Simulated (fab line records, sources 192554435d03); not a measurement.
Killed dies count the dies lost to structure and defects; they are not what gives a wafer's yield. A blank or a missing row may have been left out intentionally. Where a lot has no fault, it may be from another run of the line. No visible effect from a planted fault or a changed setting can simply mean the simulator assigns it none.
Split-lot study + flow n5Finfet + on a route of 1938 steps: 7 lots, 39 wafers read

== ON THE SPLIT ==
At N5_BEOL_M10_ALD_74 (deposits TaN, target thk 2 nm, pulse time 2 s, purge time 3 s), the setting aldCycles was moved away from the recipe's 40 on 15 of the 39 wafers read, by -42.5% to +57.5%. For the rest of the wafers, this setting stayed at what the recipe calls for.

The reading is taken at the split's own step.

== THE READING ==
TaN_of_BEOL_M10_ALD_74.thkNm (the simulator's own value, which no gauge read), in nm, at N5_BEOL_M10_ALD_74 (deposits TaN, target thk 2 nm, pulse time 2 s, purge time 3 s). The file gives no usual value for it.

| wafer  | tool, chamber at the split | aldCycles as run | against the recipe | TaN_of_BEOL_M10_ALD_74.thkNm, nm | against lot-mates on the recipe |
|--------|----------------------------|------------------|--------------------|----------------------------------|---------------------------------|
| L075.1 | aldMetal-03, 2,2,3         | 40               | recipe             | 2                                | -                               |
| L075.5 | aldMetal-03, 2,2,3         | 40               | recipe             | 2                                | -                               |
| L075.6 | aldMetal-03, 2,2,3         | 40               | recipe             | 2                                | -                               |
| L075.2 | aldMetal-03, 0,1,3         | 32               | -20.0%             | 1.6                              | -0.4                            |
| L075.3 | aldMetal-03, 0,1,3         | 32               | -20.0%             | 1.6                              | -0.4                            |
| L075.4 | aldMetal-03, 0,1,3         | 32               | -20.0%             | 1.6                              | -0.4                            |
| L077.1 | aldMetal-03, 3,0,1         | 40               | recipe             | 2                                | -                               |
| L077.2 | aldMetal-03, 3,0,1         | 40               | recipe             | 2                                | -                               |
| L077.4 | aldMetal-03, 3,0,1         | 40               | recipe             | 2                                | -                               |
| L077.3 | aldMetal-03, 2,3           | 50               | +25.0%             | 2.4                              | +0.4                            |
| L077.6 | aldMetal-03, 2,3           | 50               | +25.0%             | 2.4                              | +0.4                            |
| L077.5 | aldMetal-03, 0             | 50               | +25.0%             | 2.6                              | +0.6                            |
| L083.1 | aldMetal-03, 2,0,3         | 40               | recipe             | 2                                | -                               |
| L083.3 | aldMetal-03, 2,0,3         | 40               | recipe             | 2                                | -                               |
| L083.5 | aldMetal-03, 2,0,3         | 40               | recipe             | 2                                | -                               |
| L083.2 | aldMetal-03, 3,1,2         | 63               | +57.5%             | 3.2                              | +1.2                            |
| L083.4 | aldMetal-03, 3,1,2         | 63               | +57.5%             | 3.2                              | +1.2                            |
| L083.6 | aldMetal-03, 3,1,2         | 63               | +57.5%             | 3.2                              | +1.2                            |
| L084.1 | aldMetal-01, 0,2,1,3,1,0   | 40               | recipe             | 2                                | -                               |
| L084.2 | aldMetal-01, 0,2,1,3,1,0   | 40               | recipe             | 2                                | -                               |
| L084.3 | aldMetal-01, 0,2,1,3,1,0   | 40               | recipe             | 2                                | -                               |
| L084.4 | aldMetal-01, 0,2,1,3,1,0   | 40               | recipe             | 2                                | -                               |
| L084.5 | aldMetal-01, 0,2,1,3,1,0   | 40               | recipe             | 2                                | -                               |
| L084.6 | aldMetal-01, 0,2,1,3,1,0   | 40               | recipe             | 2                                | -                               |
| L087.1 | aldMetal-01, 1,2,3         | 23               | -42.5%             | 1.2                              | -0.8                            |
| L087.2 | aldMetal-01, 1,2,3         | 23               | -42.5%             | 1.2                              | -0.8                            |
| L087.3 | aldMetal-01, 1,2,3         | 23               | -42.5%             | 1.2                              | -0.8                            |
| L087.4 | aldMetal-01, 0,3,0         | 40               | recipe             | 2                                | -                               |
| L087.5 | aldMetal-01, 0,3,0         | 40               | recipe             | 2                                | -                               |
| L087.6 | aldMetal-01, 0,3,0         | 40               | recipe             | 2                                | -                               |
| L090.1 | aldMetal-03, 1,2,1         | 32               | -20.0%             | 1.6                              | -0.4                            |
| L090.2 | aldMetal-03, 1,2,1         | 32               | -20.0%             | 1.6                              | -0.4                            |
| L090.6 | aldMetal-03, 1,2,1         | 32               | -20.0%             | 1.6                              | -0.4                            |
| L090.3 | aldMetal-03, 3,0,0         | 40               | recipe             | 2                                | -                               |
| L090.4 | aldMetal-03, 3,0,0         | 40               | recipe             | 2                                | -                               |
| L090.5 | aldMetal-03, 3,0,0         | 40               | recipe             | 2                                | -                               |
| L095.1 | aldMetal-01, 1,2,0         | 40               | recipe             | 2                                | -                               |
| L095.3 | aldMetal-01, 1,2,0         | 40               | recipe             | 2                                | -                               |
| L095.4 | aldMetal-01, 1,2,0         | 40               | recipe             | 2                                | -                               |
The file does not say which wafer passed through which chamber wherever a row lists several chambers: such a row stands for several wafers.

FIT RESULTS
A straight line over all 39 wafers: TaN_of_BEOL_M10_ALD_74.thkNm changes by +0.02 nm for each +1% of aldCycles; r = +1.00; the points scatter about the line by 0.034 nm.
The same after taking each lot's own level away (the mean of its wafers on the recipe; 39 wafers): +0.02 nm for each +1%; r = +1.00; scatter 0.034 nm.
That fit puts the effect of the largest move of aldCycles on the reading at 1.1 nm.
The lots' own levels span 2.00 to 2.00 nm.
So the lot-to-lot level changes the slope little: the two slopes agree.
Check: for one of the wafers moved furthest among these (+57.5%), held out of the fit, the line's prediction against its lot-mates is +1.14 nm. It came out at +1.2 nm against them.

== FURTHER SPLITS ON THESE WAFERS ==
Other splits were also applied to these wafers ahead of the reading. Each is held against what the fit with the lots' levels taken away leaves over:
| other split on the same wafers      | wafers away from the commonest value | r with TaN_of_BEOL_M10_ALD_74.thkNm (lot level and that fit taken away) |
|-------------------------------------|--------------------------------------|-------------------------------------------------------------------------|
| N5_BEOL_M5_VIA_ETCH_34 targetDepthA | 15                                   | +0.36                                                                   |
| N5_BEOL_M6_DESCUM_33 timeS          | 9                                    | -0.01                                                                   |
| N5_BEOL_M9_ETCH_66 timeS            | 15                                   | -0.26                                                                   |

== FILE'S OWN FIT ==
TaN_of_BEOL_M10_ALD_74.thkNm changes by +0.02 nm for each +1% of aldCycles, r = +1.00.
